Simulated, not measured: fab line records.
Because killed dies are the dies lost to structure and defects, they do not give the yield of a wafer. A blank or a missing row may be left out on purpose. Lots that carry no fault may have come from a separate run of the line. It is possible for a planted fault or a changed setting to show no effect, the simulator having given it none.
Code-filled problem report in 8D (eight disciplines) form || flow n5Finfet || the parts of the form that need people (team, actions taken, sign-off) are left out

## 1. WHAT WENT WRONG
A mean of 1.40 a.u. is read at N5_BEOL_M8_ETCH_41 for oesProductAu, taken on 1 wafer of 1 lot, against 0.83 a.u. (standard deviation 0.09) on wafers free of any fault. Measured from the usual mean, that is +6.3 standard deviations.
The step: etches SiCN in CH3F/O2, target depth 31.9 nm, time 57.8 s.
Earliest sighting: wafer L278.1 on rieDiel-06 at day 11 01:28. At this step, 29 wafers from 10 lots have a number in the record. The rule behind "out" and "out of limits": a value lying over 4 standard deviations away from the usual mean. The other wafers with a number count as sound.

## 2. WHAT IT IS, AND WHAT IT ISN'T
{"question": "which readings at this step", "is": "oesProductAu", "is not": "O2_flow_sccm, drypumpMotorCurrentA, rfVppV, showerheadPlenumPTorr, throttleValvePct"}
{"question": "which lots", "is": "L278", "is not": "L273, L274, L284, L288, L289, L291, L293, L294, L295"}
{"question": "which wafers of those lots", "is": "L278.1", "is not": "L278.3, L278.5"}
{"question": "read on which tools", "is": "rieDiel-06", "is not": "rieDiel-04, rieDiel-05"}
{"question": "when", "is": "from day 11 01:28", "is not": "up to then (8 sound wafers); but 20 sound wafers of L284, L288, L289, L291, L293, L294, L295 came after"}

## 3. WHAT RULES OUT EACH SUSPECT
Counting: a tool at a process step up to the reading stays a suspect if it ran every lot that is out. Sound lots after the first of them don't rule it out here, since some wafers of a struck lot are sound.
- rieDiel-04 at N5_BEOL_M8_STRIP_19 (strips in O2): kept. It ran the lot that is out, L278 (day 10 21:14).
- rieDiel-06 at N5_BEOL_M8_ETCH_66 (etches SOC in N2/H2, target depth 80 nm, overetch 16 nm, time 120 s): kept. It ran the lot that is out, L278 (day 11 01:14); its last sound lot up to then is L273 (day 9 23:40).
- rieDiel-06 at N5_BEOL_M8_STRIP_36 (strips in N2/H2): kept. It ran the lot that is out, L278 (day 11 01:23); its last sound lot up to then is L273 (day 9 23:49).
- rieDiel-06 at N5_BEOL_M8_ETCH_41 (etches SiCN in CH3F/O2, target depth 31.9 nm, time 57.8 s): kept. It ran the lot that is out, L278 (day 11 01:28); its last sound lot up to then is L273 (day 9 23:53). Its own readings are out on those wafers: oesProductAu.
- Within rieDiel-04 at N5_BEOL_M8_STRIP_19: the wafers that are out ran in chamber 0; their sound lot-mates ran in chamber 3.
- Within rieDiel-06 at N5_BEOL_M8_ETCH_66: the wafers that are out ran in chamber 0; their sound lot-mates ran in chamber 3.
- Within rieDiel-06 at N5_BEOL_M8_STRIP_36: the wafers that are out ran in chamber 0; their sound lot-mates ran in chamber 3.
- Within rieDiel-06 at N5_BEOL_M8_ETCH_41: the wafers that are out ran in chamber 0; their sound lot-mates ran in chamber 3.
Left after counting: rieDiel-04 at N5_BEOL_M8_STRIP_19, rieDiel-06 at N5_BEOL_M8_ETCH_66, rieDiel-06 at N5_BEOL_M8_STRIP_36, rieDiel-06 at N5_BEOL_M8_ETCH_41.

## 4. THE CAUSE (what the simulator had put in)
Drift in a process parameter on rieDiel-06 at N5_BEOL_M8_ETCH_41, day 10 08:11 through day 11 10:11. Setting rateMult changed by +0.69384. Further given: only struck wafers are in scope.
This tool is one of the 4 suspects left after counting.

## 5. THE EFFECT CHAIN, in route order
Each row: a reading whose mean over the struck wafers that have a number lies more than 3 standard deviations from the usual. Scope: only readings with a usual standard deviation given in the record; hours: median across lots of the time from each lot's start at the first step in this table that gives one to its start at this step; sigmas: change in usual standard deviations.
{"hours": 0, "step": "N5_BEOL_M8_ETCH_41", "reading": "oesProductAu", "usual": "0.83 a.u.", "on struck wafers": 1.40, "change": "+0.57", "sigmas": "+6.3"}
The process steps in it:
- N5_BEOL_M8_ETCH_41: etches SiCN in CH3F/O2, target depth 31.9 nm, time 57.8 s.

## 6. WHAT WOULD HAVE CAUGHT IT SOONER
First out-of-limits reading in this record: day 11 01:28, which is 17 hours after fault onset at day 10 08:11.
